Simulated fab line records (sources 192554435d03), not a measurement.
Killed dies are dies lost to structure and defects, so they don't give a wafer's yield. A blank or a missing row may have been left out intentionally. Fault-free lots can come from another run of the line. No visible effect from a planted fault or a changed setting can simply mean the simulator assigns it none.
Matching of chambers | flow n5Finfet | N5_ILD0_ALD_15 on aldSin-03 has 4 sister chambers
The step deposits SiNx, target thk 24 nm, pulse time 1 s, ald cycles 480. 16 wafers are shown with their chamber, then 8 later ones without.

== WAFERS, EACH WITH ITS CHAMBER ==
wafer  | chamber | heaterPowerW (W) | precursorPulseHeightRel
L078.1 | 2       | 798              | 1.009
L078.4 | 1       | 907              | 0.998
L078.6 | 0       | 702              | 0.990
L079.2 | 1       | 874              | 1.001
L079.4 | 2       | 761              | 0.974
L079.6 | 1       | 902              | 1.020
L082.3 | 2       | 766              | 1.009
L082.5 | 3       | 869              | 0.977
L082.6 | 2       | 764              | 1.037
L084.1 | 1       | 884              | 0.988
L084.3 | 3       | 870              | 1.046
L084.4 | 2       | 770              | 0.991
L087.2 | 1       | 916              | 1.013
L087.4 | 0       | 712              | 0.990
L087.6 | 2       | 769              | 1.000
L088.2 | 1       | 888              | 0.998

SIGNATURES (averages over the wafers above)
reading                 | chamber 0 | chamber 1 | chamber 2 | chamber 3 | scatter within a chamber
heaterPowerW            | 707.00    | 895.17    | 771.33    | 869.50    | 13.5
precursorPulseHeightRel | 0.99000   | 1.00300   | 1.00333   | 1.01150   | 0.021
Rule: a wafer lies at a distance from a chamber equal to the root of the sum of squares, over the readings, of (its reading less the chamber's mean, divided by the reading's scatter). The wafer belongs to the nearest chamber; if the next one is less than 2 further off, it can't be placed. The scatter: the root of (the sum of the squares of (reading less its chamber's mean) over the shown wafers, divided by (wafers less chambers)).

== WAFERS MISSING THEIR CHAMBER ==
wafer  | heaterPowerW (W) | precursorPulseHeightRel
L088.4 | 710              | 1.010
L088.6 | 911              | 1.006
L089.1 | 702              | 0.998
L089.4 | 753              | 0.979
L089.6 | 889              | 1.008
L091.3 | 755              | 1.018
L091.4 | 702              | 0.991
L091.6 | 762              | 1.002

== WHICH CHAMBER EACH WENT THROUGH ==
wafer  | from the rows above     | in truth
L088.4 | 0                       | 0
L088.6 | can't be placed: 1 or 3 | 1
L089.1 | 0                       | 0
L089.4 | can't be placed: 2 or 0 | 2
L089.6 | can't be placed: 1 or 3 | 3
L091.3 | 2                       | 2
L091.4 | 0                       | 0
L091.6 | 2                       | 2
5 of 8 placed correctly. These rows do not allow placing 3 (true chamber among the candidates in 3). 0 placed wrongly.
